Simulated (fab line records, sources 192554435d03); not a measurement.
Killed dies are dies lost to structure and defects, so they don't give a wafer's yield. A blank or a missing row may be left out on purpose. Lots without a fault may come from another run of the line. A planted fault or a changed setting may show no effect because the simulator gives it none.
One fault seen from 2 desks | flow n5_finfet | each desk has only its own numbers; what lay behind them comes last

THE TOOL OWNER'S DESK: rie_diel-01
The tool's own readings at N5_BEOL_M4_VIA_ETCH_34 (etches the open film in C4F6/O2, target depth 69.4 nm, time 65.9 s): means of the sampled wafers that have a number, for each lot that ran on this tool. A lot is out of limits, marked OUT, if its mean lies more than 4 standard deviations from the usual mean; the brackets give that distance.
Columns: A = drypump_motor_current_A at N5_BEOL_M4_VIA_ETCH_34, usual 5.5 A; B = mfc_ar_sccm at N5_BEOL_M4_VIA_ETCH_34, usual 300.0 sccm; C = oes_product_au at N5_BEOL_M4_VIA_ETCH_34, usual 0.81 a.u.; D = rf_fwd_power_W at N5_BEOL_M4_VIA_ETCH_34, usual 346.7 W; E = rf_vpp_V at N5_BEOL_M4_VIA_ETCH_34, usual 667 V; F = showerhead_plenum_p_Torr at N5_BEOL_M4_VIA_ETCH_34, usual 2.85 Torr; G = throttle_valve_pct at N5_BEOL_M4_VIA_ETCH_34, usual 30.88 %
lot  | first seen here | A   | B     | C    | D               | E   | F    | G
L633 | day 7 14:41     | 6.0 | 299.3 | 0.85 | 346.7           | 670 | 2.91 | 30.79
L641 | day 9 17:04     | 5.7 | 299.4 | 0.85 | 346.6           | 673 | 2.91 | 30.53
L652 | day 12 05:15    | 6.1 | 300.2 | 0.79 | 319.9 (-22) OUT | 699 | 2.86 | 30.92
This desk's finding: out of limits on L652; first on L652, day 12 05:15 (rf_fwd_power_W at N5_BEOL_M4_VIA_ETCH_34). In limits: L633, L641.

THE METROLOGY DESK
What the gauges read, lot by lot, whatever tool the lot ran on: means of the sampled wafers that have a number. A lot is out of limits, marked OUT, if its mean lies more than 4 standard deviations from the usual mean; the brackets give that distance. Of its 12 readings 7 are shown: those that lie furthest out on some lot.
Columns: A = cd_nm at N5_BEOL_M4_CD_MEAS_28, usual 26.20 nm; B = V3_OVL at N5_BEOL_M4_OVL_MEAS_29, usual -0.3 nm; C = DIBL_N at N5_BEOL_M4_RC_MEAS_101, usual 36.4 mV/V; D = IOFF_P at N5_BEOL_M4_RC_MEAS_101, usual 0.214 nA/um; E = ION_P at N5_BEOL_M4_RC_MEAS_101, usual 463 uA/um; F = SS_N at N5_BEOL_M4_RC_MEAS_101, usual 71.5 mV/dec; G = VT_P at N5_BEOL_M4_RC_MEAS_101, usual -250.1 mV
lot  | first seen here | A     | B    | C    | D     | E   | F    | G
L633 | day 7 12:08     | 26.16 | -0.2 | 36.9 | 0.181 | 454 | 70.9 | -255.4
L635 | day 8 05:45     | 26.31 | -1.4 | 35.9 | 0.217 | 468 | 71.5 | -249.9
L637 | day 8 12:54     | 26.30 | 0.1  | 35.0 | 0.198 | 461 | 70.9 | -251.4
L638 | day 8 19:39     | 26.21 | -1.4 | 37.5 | 0.204 | 462 | 71.6 | -251.4
L641 | day 9 10:24     | 25.92 | -0.4 | 35.7 | 0.248 | 466 | 71.7 | -245.5
L649 | day 11 21:46    | 26.36 | -0.1 | 35.6 | 0.203 | 463 | 71.5 | -251.2
L652 | day 12 04:13    | 26.27 | -0.7 | 34.4 | 0.191 | 462 | 71.2 | -252.5
L653 | day 12 12:47    | 26.16 | 0.4  | 36.6 | 0.211 | 464 | 71.8 | -250.9
L655 | day 13 07:29    | 26.33 | -0.3 | 35.9 | 0.212 | 462 | 71.7 | -250.1
This desk's finding: nothing out of limits on any of the 9 lots.

PUT TOGETHER
The tool owner's desk could have raised an alarm at day 12 05:15, on L652.
The metrology desk saw nothing out of limits.
The metrology desk has L652 on record, within its limits.
Of the lots named, all ran N5_BEOL_M4_VIA_ETCH_34 on rie_diel-01.

WHAT THE SIMULATOR HAD PUT IN
Process parameter drift: rie_diel-01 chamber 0, from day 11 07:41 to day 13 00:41, at N5_BEOL_M4_VIA_ETCH_34. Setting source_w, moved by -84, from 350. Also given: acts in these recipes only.
Lots struck among those shown: L652.
Hours from the fault's start to each desk's first reading out of limits: the tool owner's desk, 22.
